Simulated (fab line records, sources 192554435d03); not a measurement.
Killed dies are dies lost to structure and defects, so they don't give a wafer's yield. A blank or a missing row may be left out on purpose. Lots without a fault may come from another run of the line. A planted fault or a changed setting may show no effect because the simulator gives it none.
Which tool did it? | flow n5_finfet | 24 lots, 72 wafers sampled, at 1 step of a route of 1938

WHAT THE GAUGES READ, wafer by wafer
N5_BEOL_M3_CD_MEAS_28: target cd 25.7 nm, target cd y 23.3 nm. Usual: cd_nm 25.69 nm, standard deviation 0.22.
lot  | measured     | on        | cd_nm (nm)        | flag
L074 | day 7 08:56  | cd_sem-02 | 25.58 25.67 26.02 |
L075 | day 7 09:03  | cd_sem-01 | 25.91 25.90 25.81 |
L077 | day 7 15:31  | cd_sem-02 | 25.48 25.73 25.37 |
L076 | day 7 17:58  | cd_sem-01 | 25.61 25.60 25.49 |
L078 | day 7 22:44  | cd_sem-01 | 25.93 25.76 25.68 |
L079 | day 8 05:13  | cd_sem-02 | 25.55 25.65 25.16 |
L080 | day 8 08:32  | cd_sem-02 | 25.96 25.76 25.99 |
L081 | day 8 22:48  | cd_sem-02 | 25.75 25.75 26.07 |
L082 | day 9 12:26  | cd_sem-01 | 25.61 25.85 25.72 |
L083 | day 9 16:31  | cd_sem-01 | 25.44 25.63 25.38 |
L084 | day 10 01:27 | cd_sem-02 | 25.55 25.80 26.15 |
L085 | day 10 11:47 | cd_sem-01 | 25.04 25.40 25.72 |
L086 | day 10 14:22 | cd_sem-02 | 25.27 25.65 25.29 |
L087 | day 10 17:45 | cd_sem-03 | 25.83 25.50 25.71 |
L088 | day 10 18:04 | cd_sem-02 | 25.76 25.96 25.53 |
L089 | day 10 19:38 | cd_sem-03 | 25.73 25.75 25.88 |
L090 | day 11 04:37 | cd_sem-02 | 25.60 25.82 25.75 |
L092 | day 11 19:35 | cd_sem-01 | 25.44 25.68 25.87 |
L093 | day 11 20:11 | cd_sem-03 | 25.40 26.14 25.61 |
L094 | day 12 05:27 | cd_sem-01 | 25.34 25.76 25.95 |
L095 | day 12 07:59 | cd_sem-03 | 25.53 26.13 25.97 |
L096 | day 12 18:36 | cd_sem-01 | 25.78 25.62 25.89 |
L097 | day 13 03:17 | cd_sem-02 | 25.68 25.65 25.41 |
L091 | day 13 04:00 | cd_sem-03 | 25.64 25.46 25.57 |

WHICH TOOL RAN EACH LOT (tool, then ch and the chambers of the sampled wafers, then the start)
The record holds no process step before these readings.

WHAT THE TOOLS THEMSELVES READ (means of the sampled wafers that have a number; where no wafer has one, the mark that the record gives instead)
The record holds no such reading with a usual standard deviation.

THE ANSWER, worked out from the rows above alone
Rule: a lot is off if the mean of its wafers that have a number lies more than 3 standard deviations from the usual mean. A lot without any number at a reading at which 4 lots or more have one is off too. The other lots that the step has rows for count as sound. The gauges are gone through in route order, then the tools' own readings, and for those a lot's mean is taken as printed above. The first step at which some lot is off is used, and at that step the reading that is off furthest; a lot without a number counts as furthest.
No lot is off at any reading shown: from this, nothing can be told.

WHAT THE SIMULATOR HAD PUT IN
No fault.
